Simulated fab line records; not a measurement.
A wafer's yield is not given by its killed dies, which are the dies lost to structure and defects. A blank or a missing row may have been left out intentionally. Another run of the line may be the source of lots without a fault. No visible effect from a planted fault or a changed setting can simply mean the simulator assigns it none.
Split-lot experiment    flow n5_finfet    21 wafers read across 7 lots, on a route 1938 steps long

ABOUT THE SPLIT
At N5_FIN_CUT_EXPOSE_05 (exposes mask FIN CUT), the setting dose_mj was moved away from the recipe's 45.75 on 5 of the 21 wafers read, by +3.3% to +7.1%. All remaining wafers had this setting at the recipe value.

FROM THE SPLIT TO THE READING: what the file shows between them, 2 steps
- N5_FIN_CUT_PEB_06: peb time 60 s
- N5_FIN_CUT_DEVELOP_07: develop time 30 s

THE READING
At N5_FIN_CUT_CD_MEAS_08: cd_nm in nanometres, against a target cd of 29.1 nm. On this fab line, fault-free wafers typically give 29.14 nm with a standard deviation of 0.25 nm.

wafer   tool, chamber at the split  dose_mj as run  against the recipe  cd_nm, nm  against lot-mates on the recipe
L075.3  euv_scanner-02, 0           45.75           recipe              29.06      -
L075.4  euv_scanner-02, 0           45.75           recipe              29.26      -
L075.5  euv_scanner-02, 0           45.75           recipe              29.37      -
L080.2  euv_scanner-01, 0           49.01           +7.1%               30.15      +0.89
L080.4  euv_scanner-01, 0           49.01           +7.1%               30.45      +1.19
L080.5  euv_scanner-01, 0           45.75           recipe              29.26      -
L082.1  euv_scanner-01, 0           45.75           recipe              29.10      -
L082.3  euv_scanner-01, 0           45.75           recipe              29.27      -
L082.4  euv_scanner-01, 0           45.75           recipe              28.92      -
L086.4  euv_scanner-02, 0           45.75           recipe              29.31      -
L086.5  euv_scanner-02, 0           45.75           recipe              29.20      -
L086.6  euv_scanner-02, 0           45.75           recipe              29.22      -
L092.2  euv_scanner-01, 0           45.75           recipe              29.04      -
L092.4  euv_scanner-01, 0           45.75           recipe              29.17      -
L092.5  euv_scanner-01, 0           45.75           recipe              29.05      -
L096.3  euv_scanner-01, 0           47.27           +3.3%               29.67      -0.01
L096.4  euv_scanner-01, 0           45.75           recipe              29.68      -
L096.5  euv_scanner-01, 0           47.27           +3.3%               29.86      +0.18
L097.1  euv_scanner-01, 0           48.29           +5.6%               30.10      +0.93
L097.3  euv_scanner-01, 0           45.75           recipe              29.27      -
L097.5  euv_scanner-01, 0           45.75           recipe              29.08      -

THE FIT
A straight line over all 21 wafers: cd_nm changes by +0.157 nm for each +1% of dose_mj; r = +0.92; the points scatter about the line by 0.17 nm.
The same after taking each lot's own level away (the mean of its wafers on the recipe; 21 wafers): +0.136 nm for each +1%; r = +0.90; scatter 0.16 nm.
The reading moves by 0.97 nm for the largest change in dose_mj, on that fit.
The lots' own levels span 29.087 to 29.680 nm, that is 2.4 times the standard deviation above.
So the lot-to-lot level changes the slope: the two fits differ.
Check: with one of the wafers moved furthest among these (+7.1%) left out of the fit, the line predicts +0.982 nm for it against its lot-mates. Against them it came out at +0.89 nm.

ADDITIONAL SPLITS CARRIED BY THESE WAFERS
Note: prior to the reading, these wafers also went through further splits. Each is held against what the fit with the lots' levels taken away leaves over:
other split on the same wafers         wafers away from the commonest value  r with cd_nm (lot level and that fit taken away)
N5_WELL_APT_EXPOSE_05 dose_mj          9                                     -0.04
N5_WELL_APT_DEVELOP_07 develop_time_s  6                                     -0.12
N5_FIN_SAQP_HM_DEP_03 time_s           12                                    +0.38
N5_FIN_SAQP_PECVD_06 time_s            4                                     +0.24

THE WHOLE CHAIN: every reading that the file lists as answering this split, in the file's order
step                     what it does                                                 reading                                                                change (the file's fit)                                                                                             r (the file's)
N5_FIN_CUT_CD_MEAS_08    target cd 29.1 nm                                            cd_nm                                                                  +0.138 nm for each +1% of the setting                                                                               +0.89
N5_FIN_CUT_ETCH_30       etches underlayer in N2/H2, target depth 13 nm, time 10.4 s  FIN_CUT.cd_offset_nm (the simulator's own value, which no gauge read)  +0.166 nm for each +1% of the setting                                                                               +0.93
N5_FIN_CUT_ETCH_20       etches SiARC in CF4, target depth 26 nm, time 43.3 s         FIN_CUT.cd_offset_nm (the simulator's own value, which no gauge read)  +0.158 nm for each +1% of the setting                                                                               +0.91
N5_PASSIVATION_PROBE_49                                                               sort_bin_8_speed                                                       -0.138 for each +1% of the setting, in a fit together with temp_c@SD_EPI_N_COAT_32,source_w@BEOL_M7_TRENCH_ETCH_37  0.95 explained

THE FILE'S OWN FIT
cd_nm changes by +0.138 nm for each +1% of dose_mj, r = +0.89.
